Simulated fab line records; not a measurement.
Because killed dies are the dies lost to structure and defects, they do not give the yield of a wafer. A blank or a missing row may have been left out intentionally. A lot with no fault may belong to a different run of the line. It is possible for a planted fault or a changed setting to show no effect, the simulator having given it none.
Which of the tools did it? | flow n5 finfet | Sampling: 24 lots, 72 wafers, 6 of 1938 route steps

== WHAT THE GAUGES READ, wafer by wafer ==
No reading from a measuring or inspecting step in the record can be judged against a usual standard deviation.

== TOOL THAT RAN EACH LOT (tool first, then ch and the chambers of the sampled wafers, then the start) ==
lot  | N5_BEOL_M3_HM_OPEN_17             | N5_BEOL_M3_DESCUM_33               | N5_BEOL_M3_DEGAS_44          | N5_BEOL_M3_PRE_CLEAN_45      | N5_BEOL_M3_SURFACE_TREAT_85  | N5_BEOL_M3_SPUTTER_88
L074 | rie metal-01 ch 0,1, day 6 22:34  | rie diel-02 ch 1,3, day 6 23:11    | pvd sputter-01, day 7 04:49  | pvd sputter-01, day 7 04:51  | pvd sputter-02, day 7 05:10  | pvd sputter-02, day 7 06:29
L075 | rie metal-03 ch 0,1, day 7 14:16  | rie diel-05 ch 0,1,2, day 7 14:53  | pvd sputter-01, day 7 17:21  | pvd sputter-01, day 7 17:23  | pvd sputter-02, day 7 17:43  | pvd sputter-01, day 7 18:52
L076 | rie metal-02 ch 0,1, day 8 09:28  | rie diel-04 ch 1,2, day 8 10:13    | pvd sputter-02, day 8 11:03  | pvd sputter-02, day 8 11:05  | pvd sputter-03, day 8 11:25  | pvd sputter-01, day 8 12:31
L077 | rie metal-01 ch 0,1, day 8 10:08  | rie diel-05 ch 0,2,3, day 8 10:53  | pvd sputter-02, day 8 11:49  | pvd sputter-02, day 8 11:51  | pvd sputter-02, day 8 12:08  | pvd sputter-02, day 8 13:14
L078 | rie metal-01 ch 0, day 8 11:34    | rie diel-04 ch 1,3, day 8 12:37    | pvd sputter-02, day 8 17:21  | pvd sputter-02, day 8 17:23  | pvd sputter-02, day 8 17:52  | pvd sputter-01, day 8 19:01
L079 | rie metal-01 ch 0,1, day 8 12:58  | rie diel-04 ch 1,2,3, day 8 13:36  | pvd sputter-01, day 8 17:57  | pvd sputter-01, day 8 17:59  | pvd sputter-03, day 8 18:31  | pvd sputter-03, day 8 19:43
L080 | rie metal-02 ch 0,1, day 8 21:32  | rie diel-05 ch 1,3, day 8 22:17    | pvd sputter-02, day 8 23:55  | pvd sputter-02, day 8 23:58  | pvd sputter-01, day 9 00:17  | pvd sputter-02, day 9 01:29
L081 | rie metal-03 ch 0,1, day 9 00:20  | rie diel-05 ch 0,1,2, day 9 01:28  | pvd sputter-02, day 9 06:52  | pvd sputter-02, day 9 06:54  | pvd sputter-01, day 9 07:18  | pvd sputter-01, day 9 08:28
L082 | rie metal-02 ch 0,1, day 9 14:08  | rie diel-04 ch 0,2, day 9 14:59    | pvd sputter-03, day 9 16:20  | pvd sputter-03, day 9 16:23  | pvd sputter-03, day 9 16:47  | pvd sputter-03, day 9 19:41
L083 | rie metal-03 ch 0,1, day 9 14:28  | rie diel-04 ch 0,1,3, day 9 15:09  | pvd sputter-03, day 9 20:50  | pvd sputter-03, day 9 20:53  | pvd sputter-01, day 9 21:20  | pvd sputter-01, day 9 22:37
L084 | rie metal-03 ch 0,1, day 9 16:14  | rie diel-04 ch 0,1,3, day 9 16:52  | pvd sputter-01, day 10 01:51 | pvd sputter-01, day 10 01:53 | pvd sputter-02, day 10 02:11 | pvd sputter-03, day 10 03:25
L085 | rie metal-01 ch 0,1, day 9 21:32  | rie diel-05 ch 0,2, day 9 22:08    | pvd sputter-02, day 10 01:35 | pvd sputter-02, day 10 01:37 | pvd sputter-01, day 10 01:56 | pvd sputter-01, day 10 03:03
L086 | rie metal-03 ch 0,1, day 10 13:25 | rie diel-04 ch 1,2,3, day 10 14:17 | pvd sputter-03, day 10 21:25 | pvd sputter-03, day 10 21:28 | pvd sputter-01, day 10 21:59 | pvd sputter-02, day 10 23:23
L087 | rie metal-01 ch 0, day 10 14:27   | rie diel-02 ch 0,3, day 10 15:05   | pvd sputter-02, day 10 22:03 | pvd sputter-02, day 10 22:05 | pvd sputter-03, day 10 22:23 | pvd sputter-03, day 10 23:45
L089 | rie metal-03 ch 0,1, day 11 01:25 | rie diel-04 ch 1,2, day 11 02:04   | pvd sputter-02, day 11 05:49 | pvd sputter-02, day 11 05:51 | pvd sputter-03, day 11 06:10 | pvd sputter-03, day 11 07:25
L088 | rie metal-03 ch 0,1, day 11 11:34 | rie diel-02 ch 2,3, day 11 12:20   | pvd sputter-02, day 11 13:10 | pvd sputter-02, day 11 13:12 | pvd sputter-02, day 11 13:38 | pvd sputter-02, day 11 14:51
L091 | rie metal-03 ch 0,1, day 11 12:31 | rie diel-04 ch 0,2,3, day 11 13:25 | pvd sputter-02, day 11 15:49 | pvd sputter-02, day 11 15:51 | pvd sputter-03, day 11 16:14 | pvd sputter-01, day 11 17:23
L090 | rie metal-02 ch 0,1, day 11 15:49 | rie diel-04 ch 1,3, day 11 16:34   | pvd sputter-02, day 11 18:54 | pvd sputter-02, day 11 18:56 | pvd sputter-02, day 11 19:17 | pvd sputter-02, day 11 20:31
L092 | rie metal-02 ch 0,1, day 11 18:55 | rie diel-02 ch 0,3, day 11 19:39   | pvd sputter-01, day 12 04:46 | pvd sputter-01, day 12 04:49 | pvd sputter-03, day 12 05:08 | pvd sputter-01, day 12 06:21
L093 | rie metal-03 ch 0,1, day 12 00:27 | rie diel-04 ch 0,3, day 12 01:02   | pvd sputter-03, day 12 04:42 | pvd sputter-03, day 12 04:44 | pvd sputter-03, day 12 05:06 | pvd sputter-03, day 12 06:14
L094 | rie metal-03 ch 0,1, day 12 11:52 | rie diel-04 ch 1,2,3, day 12 12:37 | pvd sputter-02, day 12 21:33 | pvd sputter-02, day 12 21:35 | pvd sputter-03, day 12 21:54 | pvd sputter-02, day 12 23:02
L095 | rie metal-01 ch 0,1, day 12 15:44 | rie diel-02 ch 0,2, day 12 16:24   | pvd sputter-02, day 12 21:38 | pvd sputter-02, day 12 21:40 | pvd sputter-02, day 12 22:07 | pvd sputter-03, day 12 23:28
L096 | rie metal-02 ch 0,1, day 12 19:25 | rie diel-04 ch 0,3, day 12 20:02   | pvd sputter-02, day 12 21:43 | pvd sputter-02, day 12 21:45 | pvd sputter-03, day 12 22:25 | pvd sputter-02, day 13 02:43
L097 | rie metal-01 ch 0,1, day 13 05:09 | rie diel-02 ch 0,1,3, day 13 05:52 | pvd sputter-03, day 13 15:22 | pvd sputter-03, day 13 15:25 | pvd sputter-03, day 13 16:02 | pvd sputter-02, day 13 18:10
- N5_BEOL_M3_HM_OPEN_17: chemistry Cl2/BCl3, target TiN, target depth 20 nm, overetch 6 nm.
- N5_BEOL_M3_DESCUM_33: chemistry O2, time 7 s.
- N5_BEOL_M3_DEGAS_44: time 60 s.
- N5_BEOL_M3_PRE_CLEAN_45: time 30 s.
- N5_BEOL_M3_SURFACE_TREAT_85
- N5_BEOL_M3_SPUTTER_88: material Cu, target thk 4.5 nm, time 8.29 s.

== WHAT THE TOOLS THEMSELVES READ (means of the sampled wafers that have a number; where no wafer has one, the mark that the record gives instead) ==
N5_BEOL_M3_HM_OPEN_17. Usual: drypump motor current A 5.9 A, standard deviation 0.42; mfc ar sccm 25.00 sccm, standard deviation 0.081; mfc cl2 sccm 53.24 sccm, standard deviation 0.16; oes product au 0.66 a.u., standard deviation 0.063; rf fwd power W 992 W, standard deviation 3; throttle valve pct 22.22 %, standard deviation 0.27.
lot  | tool         | drypump motor current A (A) | mfc ar sccm (sccm) | mfc cl2 sccm (sccm) | oes product au (a.u.) | rf fwd power W (W) | throttle valve pct (%) | flag
L074 | rie metal-01 | 6.0                         | 24.95              | 53.33               | 0.62                  | 994                | 22.44                  |
L075 | rie metal-03 | 6.4                         | 25.01              | 53.18               | 0.71                  | 995                | 22.13                  |
L076 | rie metal-02 | 5.5                         | 24.98              | 53.29               | 0.61                  | 991                | 22.20                  |
L077 | rie metal-01 | 5.8                         | 24.94              | 53.13               | 0.68                  | 991                | 22.16                  |
L078 | rie metal-01 | 5.7                         | 25.02              | 53.40               | 0.73                  | 995                | 21.89                  |
L079 | rie metal-01 | 6.0                         | 24.92              | 53.17               | 0.62                  | 990                | 22.46                  |
L080 | rie metal-02 | 5.5                         | 25.10              | 53.21               | 0.61                  | 992                | 22.21                  |
L081 | rie metal-03 | 6.4                         | 25.11              | 53.13               | 0.70                  | 992                | 22.14                  |
L082 | rie metal-02 | 5.5                         | 25.00              | 53.25               | 0.63                  | 994                | 22.28                  |
L083 | rie metal-03 | 6.4                         | 24.99              | 53.11               | 0.71                  | 994                | 22.12                  |
L084 | rie metal-03 | 6.1                         | 25.04              | 53.26               | 0.70                  | 993                | 22.09                  |
L085 | rie metal-01 | 5.8                         | 25.03              | 53.34               | 0.66                  | 992                | 22.19                  |
L086 | rie metal-03 | 6.4                         | 25.01              | 53.18               | 0.70                  | 992                | 22.13                  |
L087 | rie metal-01 | 5.7                         | 24.99              | 53.12               | 0.71                  | 993                | 21.90                  |
L089 | rie metal-03 | 6.1                         | 25.00              | 53.39               | 0.69                  | 990                | 22.10                  |
L088 | rie metal-03 | 6.4                         | 24.95              | 53.26               | 0.70                  | 992                | 22.15                  |
L091 | rie metal-03 | 6.1                         | 25.02              | 53.35               | 0.68                  | 993                | 22.13                  |
L090 | rie metal-02 | 5.4                         | 24.97              | 53.28               | 0.60                  | 987                | 22.21                  |
L092 | rie metal-02 | 5.5                         | 25.01              | 53.31               | 0.63                  | 994                | 22.29                  |
L093 | rie metal-03 | 6.1                         | 24.84              | 53.26               | 0.67                  | 991                | 22.10                  |
L094 | rie metal-03 | 6.1                         | 25.05              | 53.26               | 0.68                  | 988                | 22.11                  |
L095 | rie metal-01 | 6.0                         | 24.96              | 53.22               | 0.60                  | 992                | 22.47                  |
L096 | rie metal-02 | 5.4                         | 25.05              | 53.35               | 0.60                  | 990                | 22.21                  |
L097 | rie metal-01 | 5.8                         | 25.07              | 53.35               | 0.64                  | 994                | 22.18                  |

N5_BEOL_M3_DESCUM_33. Usual: drypump motor current A 5.7 A, standard deviation 0.41; oes product au 0.83 a.u., standard deviation 0.079; rf fwd power W 49.32 W, standard deviation 0.25; rf vpp V 243.4 V, standard deviation 1.1; showerhead plenum p Torr 2.11 Torr, standard deviation 0.048; throttle valve pct 20.37 %, standard deviation 0.18.
lot  | tool        | drypump motor current A (A) | oes product au (a.u.) | rf fwd power W (W) | rf vpp V (V) | showerhead plenum p Torr (Torr) | throttle valve pct (%) | flag
L074 | rie diel-02 | 5.1                         | 0.71                  | 49.09              | 244.4        | 2.16                            | 20.52                  |
L075 | rie diel-05 | 5.8                         | 0.81                  | 49.15              | 243.3        | 2.14                            | 20.50                  |
L076 | rie diel-04 | 6.0                         | 0.89                  | 49.42              | 243.3        | 2.10                            | 20.36                  |
L077 | rie diel-05 | 5.8                         | 0.85                  | 49.37              | 244.2        | 2.12                            | 20.45                  |
L078 | rie diel-04 | 5.5                         | 0.92                  | 49.32              | 242.3        | 2.06                            | 20.18                  |
L079 | rie diel-04 | 5.8                         | 0.90                  | 49.58              | 242.4        | 2.09                            | 20.31                  |
L080 | rie diel-05 | 5.6                         | 0.84                  | 49.39              | 244.0        | 2.08                            | 20.40                  |
L081 | rie diel-05 | 5.8                         | 0.79                  | 49.13              | 242.9        | 2.14                            | 20.52                  |
L082 | rie diel-04 | 6.1                         | 0.80                  | 49.58              | 243.6        | 2.12                            | 20.45                  |
L083 | rie diel-04 | 5.7                         | 0.84                  | 49.31              | 243.4        | 2.09                            | 20.29                  |
L084 | rie diel-04 | 5.7                         | 0.84                  | 49.54              | 242.7        | 2.09                            | 20.30                  |
L085 | rie diel-05 | 5.7                         | 0.83                  | 49.28              | 243.9        | 2.15                            | 20.51                  |
L086 | rie diel-04 | 5.8                         | 0.87                  | 49.45              | 242.2        | 2.09                            | 20.33                  |
L087 | rie diel-02 | 5.3                         | 0.78                  | 49.26              | 244.8        | 2.19                            | 20.42                  |
L089 | rie diel-04 | 5.7                         | 0.88                  | 49.35              | 243.6        | 2.06                            | 20.26                  |
L088 | rie diel-02 | 5.3                         | 0.71                  | 49.17              | 244.2        | 2.14                            | 20.54                  |
L091 | rie diel-04 | 6.0                         | 0.81                  | 49.42              | 243.3        | 2.11                            | 20.44                  |
L090 | rie diel-04 | 5.5                         | 0.88                  | 49.17              | 243.3        | 2.05                            | 20.22                  |
L092 | rie diel-02 | 5.3                         | 0.77                  | 49.26              | 244.8        | 2.18                            | 20.44                  |
L093 | rie diel-04 | 5.8                         | 0.81                  | 49.45              | 243.4        | 2.10                            | 20.40                  |
L094 | rie diel-04 | 5.8                         | 0.85                  | 49.49              | 242.2        | 2.08                            | 20.36                  |
L095 | rie diel-02 | 5.5                         | 0.79                  | 49.42              | 244.1        | 2.14                            | 20.25                  |
L096 | rie diel-04 | 5.8                         | 0.77                  | 49.44              | 243.4        | 2.11                            | 20.44                  |
L097 | rie diel-02 | 5.2                         | 0.83                  | 49.19              | 244.1        | 2.17                            | 20.25                  |

N5_BEOL_M3_DEGAS_44. Usual: heater power w 333 W, standard deviation 48.
lot  | tool           | heater power w (W) | flag
L074 | pvd sputter-01 | 327                |
L075 | pvd sputter-01 | 306                |
L076 | pvd sputter-02 | 316                |
L077 | pvd sputter-02 | 304                |
L078 | pvd sputter-02 | 337                |
L079 | pvd sputter-01 | 331                |
L080 | pvd sputter-02 | 349                |
L081 | pvd sputter-02 | 296                |
L082 | pvd sputter-03 | 352                |
L083 | pvd sputter-03 | 325                |
L084 | pvd sputter-01 | 347                |
L085 | pvd sputter-02 | 379                |
L086 | pvd sputter-03 | 309                |
L087 | pvd sputter-02 | 339                |
L089 | pvd sputter-02 | 309                |
L088 | pvd sputter-02 | 348                |
L091 | pvd sputter-02 | 381                |
L090 | pvd sputter-02 | 293                |
L092 | pvd sputter-01 | 338                |
L093 | pvd sputter-03 | 355                |
L094 | pvd sputter-02 | 344                |
L095 | pvd sputter-02 | 294                |
L096 | pvd sputter-02 | 305                |
L097 | pvd sputter-03 | 338                |

N5_BEOL_M3_PRE_CLEAN_45. Usual: heater power w 333 W, standard deviation 48.
lot  | tool           | heater power w (W) | flag
L074 | pvd sputter-01 | 322                |
L075 | pvd sputter-01 | 307                |
L076 | pvd sputter-02 | 313                |
L077 | pvd sputter-02 | 306                |
L078 | pvd sputter-02 | 340                |
L079 | pvd sputter-01 | 330                |
L080 | pvd sputter-02 | 352                |
L081 | pvd sputter-02 | 295                |
L082 | pvd sputter-03 | 351                |
L083 | pvd sputter-03 | 321                |
L084 | pvd sputter-01 | 350                |
L085 | pvd sputter-02 | 385                |
L086 | pvd sputter-03 | 315                |
L087 | pvd sputter-02 | 344                |
L089 | pvd sputter-02 | 314                |
L088 | pvd sputter-02 | 346                |
L091 | pvd sputter-02 | 380                |
L090 | pvd sputter-02 | 292                |
L092 | pvd sputter-01 | 335                |
L093 | pvd sputter-03 | 356                |
L094 | pvd sputter-02 | 338                |
L095 | pvd sputter-02 | 292                |
L096 | pvd sputter-02 | 304                |
L097 | pvd sputter-03 | 339                |

N5_BEOL_M3_SURFACE_TREAT_85. Usual: ar flow sccm 30.02 sccm, standard deviation 0.1.
lot  | tool           | ar flow sccm (sccm) | flag
L074 | pvd sputter-02 | 30.03               |
L075 | pvd sputter-02 | 29.98               |
L076 | pvd sputter-03 | 29.99               |
L077 | pvd sputter-02 | 29.98               |
L078 | pvd sputter-02 | 30.11               |
L079 | pvd sputter-03 | 30.07               |
L080 | pvd sputter-01 | 30.00               |
L081 | pvd sputter-01 | 30.00               |
L082 | pvd sputter-03 | 30.05               |
L083 | pvd sputter-01 | 29.99               |
L084 | pvd sputter-02 | 30.01               |
L085 | pvd sputter-01 | 30.12               |
L086 | pvd sputter-01 | 29.95               |
L087 | pvd sputter-03 | 30.14               |
L089 | pvd sputter-03 | 30.09               |
L088 | pvd sputter-02 | 30.03               |
L091 | pvd sputter-03 | 29.89               |
L090 | pvd sputter-02 | 30.08               |
L092 | pvd sputter-03 | 29.94               |
L093 | pvd sputter-03 | 29.96               |
L094 | pvd sputter-03 | 30.00               |
L095 | pvd sputter-02 | 30.05               |
L096 | pvd sputter-03 | 30.06               |
L097 | pvd sputter-03 | 30.03               |

N5_BEOL_M3_SPUTTER_88. Usual: chamber pressure pa 0.07001 Pa, standard deviation 0.00013; throttle valve pct 30.3 %, standard deviation 1.3.
lot  | tool           | chamber pressure pa (Pa) | throttle valve pct (%) | flag
L074 | pvd sputter-02 | 0.06996                  | 29.5                   |
L075 | pvd sputter-01 | 0.06999                  | 29.5                   |
L076 | pvd sputter-01 | 0.06999                  | 31.2                   |
L077 | pvd sputter-02 | 0.07005                  | 30.6                   |
L078 | pvd sputter-01 | 0.07007                  | 31.7                   |
L079 | pvd sputter-03 | 0.07007                  | 30.0                   |
L080 | pvd sputter-02 | 0.07002                  | 30.3                   |
L081 | pvd sputter-01 | 0.06996                  | 29.4                   |
L082 | pvd sputter-03 | 0.07014                  | 30.8                   |
L083 | pvd sputter-01 | 0.06993                  | 29.6                   |
L084 | pvd sputter-03 | 0.07004                  | 30.0                   |
L085 | pvd sputter-01 | 0.06988                  | 29.9                   |
L086 | pvd sputter-02 | 0.07020                  | 29.9                   |
L087 | pvd sputter-03 | 0.06987                  | 29.4                   |
L089 | pvd sputter-03 | 0.06998                  | 29.4                   |
L088 | pvd sputter-02 | 0.07004                  | 29.6                   |
L091 | pvd sputter-01 | 0.06996                  | 30.3                   |
L090 | pvd sputter-02 | 0.07007                  | 29.9                   |
L092 | pvd sputter-01 | 0.07002                  | 31.2                   |
L093 | pvd sputter-03 | 0.06996                  | 30.9                   |
L094 | pvd sputter-02 | 0.06991                  | 30.4                   |
L095 | pvd sputter-03 | 0.07021                  | 28.7                   |
L096 | pvd sputter-02 | 0.06994                  | 30.6                   |
L097 | pvd sputter-02 | 0.06999                  | 30.2                   |

== THE ANSWER, worked out from the rows above alone ==
Rule: a lot is off if the mean of its wafers that have a number lies more than 3 standard deviations from the usual mean. Also off: a lot with no number at a reading for which 4 or more lots have one. Any other lot the step has rows for is counted as sound. First the gauges in route order, then the tools' own readings, where a lot's mean is used as printed above. At the first step where some lot is off, the reading lying furthest off is the one used; lots without a number count as furthest.
None of the lots is off at any reading shown; this tells nothing.

== WHAT WAS PUT IN BY THE SIMULATOR ==
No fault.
